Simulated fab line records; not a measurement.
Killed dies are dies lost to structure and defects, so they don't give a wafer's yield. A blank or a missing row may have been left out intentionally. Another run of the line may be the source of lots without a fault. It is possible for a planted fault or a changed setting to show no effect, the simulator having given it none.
Chamber matching    flow n5 finfet    N5_BEOL_M3_ALD_84 on ald metal-03 has 4 sister chambers
The step deposits TaN, pulse time 2 s, purge time 3 s, co reactant purge time 2 s. 18 wafers are shown with their chamber, then 9 later ones without.

== EACH WAFER AND ITS CHAMBER ==
wafer   chamber  heater power w (W)  mfc carrier sccm (sccm)
L075.3  3        336                 1496
L075.4  0        418                 1497
L075.6  1        473                 1505
L076.1  3        327                 1500
L076.2  1        496                 1505
L076.5  2        462                 1493
L079.1  0        415                 1502
L079.3  3        335                 1501
L079.5  3        328                 1502
L081.1  2        474                 1501
L081.3  3        335                 1497
L081.6  3        334                 1504
L083.3  0        417                 1498
L083.5  3        330                 1487
L083.6  2        491                 1503
L084.2  1        479                 1504
L084.5  1        482                 1492
L084.6  0        420                 1502

SIGNATURES (averages over the wafers above)
reading           chamber 0  chamber 1  chamber 2  chamber 3  scatter within a chamber
heater power w    417.50     482.50     475.67     332.14     7.59
mfc carrier sccm  1499.75    1501.50    1499.00    1498.14    5.27
Rule: distance of a wafer from a chamber = root of the sum over the readings of ((wafer's reading minus chamber's mean) / reading's scatter) squared. If the next closest chamber is less than 2 further off than the closest, the wafer can't be placed; otherwise it belongs to the closest. The scatter is the square root of a quotient: the sum, over the shown wafers, of each reading's squared deviation from its chamber's mean, divided by wafers minus chambers.

== WAFERS WHOSE CHAMBER IS MISSING ==
wafer   heater power w (W)  mfc carrier sccm (sccm)
L090.1  412                 1494
L090.2  331                 1504
L090.6  402                 1497
L094.1  478                 1493
L094.2  475                 1497
L094.4  419                 1502
L096.1  331                 1500
L096.3  426                 1495
L096.5  420                 1492

== CHAMBER TAKEN BY EACH ==
wafer   from the rows above      in truth
L090.1  0                        0
L090.2  3                        3
L090.6  0                        0
L094.1  can't be placed: 2 or 1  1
L094.2  can't be placed: 2 or 1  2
L094.4  0                        0
L096.1  3                        3
L096.3  0                        0
L096.5  0                        0
Correctly placed: 7 of 9. Cannot be placed on the basis of these rows: 2; the candidates contain the true chamber in 2. 0 placed wrongly.
